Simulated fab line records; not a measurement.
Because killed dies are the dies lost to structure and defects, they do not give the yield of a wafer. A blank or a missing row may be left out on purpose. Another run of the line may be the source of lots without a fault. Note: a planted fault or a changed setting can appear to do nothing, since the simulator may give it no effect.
Matching of chambers | flow n5 finfet | rie diel-01 running N5_BEOL_M7_VIA_ETCH_34: 4 sister chambers
The step etches SiCOH lowk in C4F6/O2, target depth 125.5 nm, time 50.5 s. 4 wafers are shown with their chamber, then 7 later ones without.

## EACH WAFER AND ITS CHAMBER
wafer  | chamber | drypump motor current A (A)
L088.2 | 1       | 5.8
L088.5 | 0       | 6.0
L089.2 | 3       | 4.8
L089.3 | 2       | 6.4

## WAFERS WHOSE CHAMBER IS MISSING
wafer  | drypump motor current A (A)
L089.6 | 4.9
L095.1 | 6.0
L095.3 | 5.8
L095.4 | 4.9
L096.2 | 4.9
L096.3 | 5.8
L096.6 | 6.0

## CHAMBER TAKEN BY EACH
wafer  | from the rows above | in truth
L089.6 | 3                   | 3
L095.1 | 0                   | 0
L095.3 | 1                   | 1
L095.4 | 3                   | 3
L096.2 | 3                   | 3
L096.3 | 1                   | 1
L096.6 | 0                   | 0
Correct placement for 7 of the 7. Left unplaced by these rows: 0. Placed wrongly: 0.
How it was worked out, from the rows above alone: a wafer's distance from a chamber is the root of the sum, over the readings, of the square of ((its reading less the chamber's mean) divided by the reading's scatter). The wafer belongs to the nearest chamber; if the next one is less than 2 further off, it can't be placed. For every chamber, the mean is computed from those of its wafers that are shown. The scatter: root of mean squared gap, hidden wafer to nearest shown wafer, with one shown wafer a chamber.
